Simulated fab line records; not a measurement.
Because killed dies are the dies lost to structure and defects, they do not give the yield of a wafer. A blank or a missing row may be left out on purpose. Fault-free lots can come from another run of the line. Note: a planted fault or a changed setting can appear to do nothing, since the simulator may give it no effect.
Problem report in the 8D (eight disciplines) form, filled by code	flow n5Finfet	the parts of the form that need people (team, actions taken, sign-off) are left out

== 1. THE PROBLEM ==
A mean of 1.22 a.u. is read at N5_BEOL_M1_ETCHBACK_99 for oesProductAu, taken on 1 wafer of 1 lot, against 0.77 a.u. (standard deviation 0.084) on wafers free of any fault. Measured from the usual mean, that is +5.4 standard deviations.
The step: etches SiO2 in CHF3, target depth 5 nm, time 10.4 s.
Earliest sighting: wafer L964.4 on rieDiel-02 at day 10 09:11. Wafers with a number at this step in the record: 28, from 10 lots. By rule, "out" or "out of limits" means more than 4 standard deviations away from the usual mean. The other wafers with a number count as sound.

== 2. WHAT IT IS AND WHAT IT IS NOT ==
question	is	is not
which readings at this step	oesProductAu	drypumpMotorCurrentA, rfVppV, showerheadPlenumPTorr, throttleValvePct
which lots	L964	L947, L949, L953, L954, L955, L960, L968, L969, L970
which wafers of those lots	L964.4	L964.5
read on which tools	rieDiel-02	rieDiel-01, rieDiel-03
when	from day 10 09:11	up to then (18 sound wafers); but 9 sound wafers of L968, L969, L970 came after

== 3. THE SUSPECTS, EACH WITH WHAT RULES IT OUT ==
Counting: a tool at a process step up to the reading stays a suspect if it ran every lot that is out. Sound lots after the first of them don't rule it out here, since some wafers of a struck lot are sound.
- rieDiel-02 at N5_BEOL_M1_STRIP_66 (strips in CF4): kept. It processed L964, the lot that is out, at day 10 07:47, and its most recent sound lot before then was L960 at day 9 16:49.
- aldSin-02 at N5_BEOL_M1_ALD_98 (deposits SiO2, target thk 2.5 nm, pulse time 1 s, co reactant pulse time 1 s): kept. It processed L964, the lot that is out, at day 10 09:05, and its most recent sound lot before then was L960 at day 9 17:40.
- rieDiel-02 at N5_BEOL_M1_ETCHBACK_99 (etches SiO2 in CHF3, target depth 5 nm, time 10.4 s): kept. It processed L964, the lot that is out, at day 10 09:11, and its most recent sound lot before then was L960 at day 9 21:13. Its own oesProductAu readings are out on those wafers.
- The sound lot-mates ran in chamber 2 of rieDiel-02 at N5_BEOL_M1_STRIP_66, but the wafers that are out ran in chamber 3.
- The sound lot-mates ran in chamber 3 of aldSin-02 at N5_BEOL_M1_ALD_98, but the wafers that are out ran in chamber 0.
- The sound lot-mates ran in chamber 2 of rieDiel-02 at N5_BEOL_M1_ETCHBACK_99, but the wafers that are out ran in chamber 3.
The count leaves rieDiel-02 at N5_BEOL_M1_STRIP_66, aldSin-02 at N5_BEOL_M1_ALD_98, and rieDiel-02 at N5_BEOL_M1_ETCHBACK_99.

== 4. THE CAUSE (what the simulator had put in) ==
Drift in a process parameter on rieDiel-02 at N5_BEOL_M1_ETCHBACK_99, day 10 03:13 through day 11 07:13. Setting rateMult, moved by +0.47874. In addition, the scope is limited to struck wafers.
This tool is one of the 3 suspects left after counting.

== 5. SEQUENCE OF EFFECTS, ordered by route ==
Each row: a reading whose mean over the struck wafers that have a number lies more than 3 standard deviations from the usual. Scope: only readings with a usual standard deviation given in the record; hours: median across lots of the time from each lot's start at the first step in this table that gives one to its start at this step; sigmas: change in usual standard deviations.
hours	step	reading	usual	on struck wafers	change	sigmas
0	N5_BEOL_M1_ETCHBACK_99	oesProductAu	0.77 a.u.	1.22	+0.45	+5.4
Process steps it contains:
- N5_BEOL_M1_ETCHBACK_99: etches SiO2 in CHF3, target depth 5 nm, time 10.4 s.
Later measuring or inspecting steps at which every struck wafer that the step has a row for has a number for every such reading, and none has moved that far: N5_BEOL_M4_RC_MEAS_101.

== 6. WHAT WOULD HAVE CAUGHT IT SOONER ==
The fault began at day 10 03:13; the first out-of-limits reading in this record came at day 10 09:11, 6 hours later.
